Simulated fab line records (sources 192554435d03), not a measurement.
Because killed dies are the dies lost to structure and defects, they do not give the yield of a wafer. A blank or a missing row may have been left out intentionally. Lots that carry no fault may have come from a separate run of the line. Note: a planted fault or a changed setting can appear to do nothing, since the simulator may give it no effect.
A struck lot beside a sound one -- flow n5 finfet -- 31 steps out of a route of 1938
Sound: wafers L822.1, L822.2, L822.5. Wafers struck: L831.1, L831.3, L831.5. The cause is given at the end.
Order at every step that has rows: each side's tool, ch and its chambers, its first start. Under that, the readings that differ: sound wafers -- struck wafers -- difference of the means -- sigmas: that difference in standard deviations of wafers without a fault.
alike: same words and numbers on both sides, and readings whose means sit less than 2 such deviations apart. not compared: any withheld reading, any reading some wafer has no value for, any bound like >300 that may hide the same value, and any number with overlapping values for which the record gives no deviation.
A row with sigmas, a row that says differs or no value, or rows on one side alone: a step with any of these is where the two part. Numbers that have no deviation but don't overlap get no sigmas and don't part them. A reading that every wafer of one side lacks parts them only if that side has two wafers or more.

first, 9 steps without rows for these wafers: N5_BEOL_M10_PEB_26 (peb time 60 s); N5_BEOL_M10_DEVELOP_27 (develop time 30 s); N5_BEOL_M10_DESCUM_33 (chemistry O2, time 7.9 s); N5_BEOL_M10_ETCH_65 (etches SiARC in CF4, target depth 39 nm, time 65 s); N5_BEOL_M10_ETCH_66 (etches SOC in N2/H2, target depth 120 nm, overetch 24 nm, time 180 s); N5_BEOL_M10_STRIP_69 (strips in N2/H2); N5_BEOL_M10_VIA_ETCH_34 (etches SiCOH lowk in C4F6/O2, target depth 184.5 nm, time 69.2 s); N5_BEOL_M10_STRIP_73 (strips in C4F6/O2); N5_BEOL_M10_STRIP_36 (strips in N2/H2).
N5_BEOL_M10_TRENCH_ETCH_37: etches SiCOH lowk in C4F6/O2, target depth 148.83 nm, time 48 s.
  sound on rie diel-04 ch 0,1,2, day 10 18:44; struck on rie diel-04 ch 0,2, day 14 13:07
reading,sound,struck,difference,sigmas
bias w (W),185.7 185.9 185.7,211.4 211.9 211.2,+25.7,+48
rf vpp V (V),664 663 645,735 716 736,+72,+5
model.etch.depth nm (nm),152.8 151.1 146,156.5 163.5 156.8,+9.0,
model.BEOL_M10.feature depth nm (nm),152.8 151 146,156.4 163.4 156.8,+8.9,
  alike: drypump motor current A, oes product au, showerhead plenum p Torr, throttle valve pct
  not compared: rf hours counter h
then, 2 steps without rows for these wafers: N5_BEOL_M10_ETCH_41 (etches SiCN in CH3F/O2, target depth 42.6 nm, time 86 s); N5_BEOL_M10_STRIP_77 (strips in N2/H2, time 10 s).
N5_BEOL_M10_OCD_MEAS_38:
  sound on ocd-02, day 10 18:55; struck on ocd-01, day 14 13:19
reading,sound,struck,difference,sigmas
trench depth nm (nm),152.5 151.0 146.0,156.1 163.1 157.0,+8.9,+4
then, 13 steps without rows for these wafers: N5_BEOL_M10_HM_STRIP_39 (strips TiN in peroxide tin strip, target depth 25 nm, time 158 s); N5_BEOL_M10_SRD_40 (time 30 s); N5_BEOL_M10_PRECLEAN_42 (cleans in residue remover, time 60 s); N5_BEOL_M10_SRD_43 (time 30 s); N5_BEOL_M10_CURE_72 (cures SiCOH lowk, time 120 s); N5_BEOL_M10_DEGAS_44 (time 60 s); N5_BEOL_M10_PRE_CLEAN_45 (time 30 s); N5_BEOL_M10_ALD_74 (deposits TaN, target thk 2 nm, pulse time 2 s, purge time 3 s); N5_BEOL_M10_SURFACE_TREAT_76; N5_BEOL_M10_CVD_75 (deposits Co from CCTBA/H2, target thk 2 nm, time 138.9 s); N5_BEOL_M10_SPUTTER_48 (material Cu, target thk 12 nm, time 2 s); N5_BEOL_M10_ECD_50 (material Cu, target thk 318 nm); N5_BEOL_M10_ANNEAL_51 (time 90 s).
N5_BEOL_M10_CMP_52: polishes, stops on SiCOH lowk, t overpolish 7 s, target thk 140 nm.
  sound on cmp-02 ch 0,1,3, day 10 22:50; struck on cmp-01 ch 0,2,3, day 14 15:28
reading,sound,struck,difference,sigmas
model.Cu_of_BEOL_M10_ECD_50.thk nm (nm),144.2 144.4 137.2,150.4 155.8 147.8,+9.4,
  alike: barrier field endpoint s, edge zone pressure frac, motor current A, overpolish run s, time to endpoint s
then, 2 steps without rows for these wafers: N5_BEOL_M10_PRE_CLEAN_55 (time 15 s); N5_BEOL_M10_DEP_56 (deposits SiCN from 3MS/NH3, target thk 15 nm, time 26.5 s).
N5_BEOL_M10_RS_MEAS_57: a four-point-probe measurement.
  sound on film metro-02, day 10 23:12; struck on film metro-01, day 14 16:08
reading,sound,struck,difference,sigmas
M10_RS (ohm/sq),0.146 0.146 0.154,0.139 0.134 0.142,-0.010,-3
-- here the record skips 2 days between the struck wafers' starts before and after, leaving off in module BEOL_M10 and picking up in module PASSIVATION (first step shown: number 1936 of the route) --
N5_PASSIVATION_PROBE_49:
  sound on prober-01, day 13 04:06; struck on prober-01, day 16 16:14
reading,sound,struck,difference,sigmas
killed_at_M4_up,9 3 10,31 32 15,+19,+3
  alike: defect limited yield, killed_at_M0_to_M3, killed at contacts, killed at front end, killed at other, killed dies, killed on rim, killed open, killed short, sort_bin_5_function, sort_bin_6_memory, sort_bin_8_speed, sort n pass, sort yield pct

## WHERE THEY PART
First at N5_BEOL_M10_TRENCH_ETCH_37; last, within this record, at N5_PASSIVATION_PROBE_49.

WHY: what had been put in by the simulator
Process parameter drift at N5_BEOL_M10_TRENCH_ETCH_37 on rie diel-04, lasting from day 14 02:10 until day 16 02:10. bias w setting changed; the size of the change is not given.
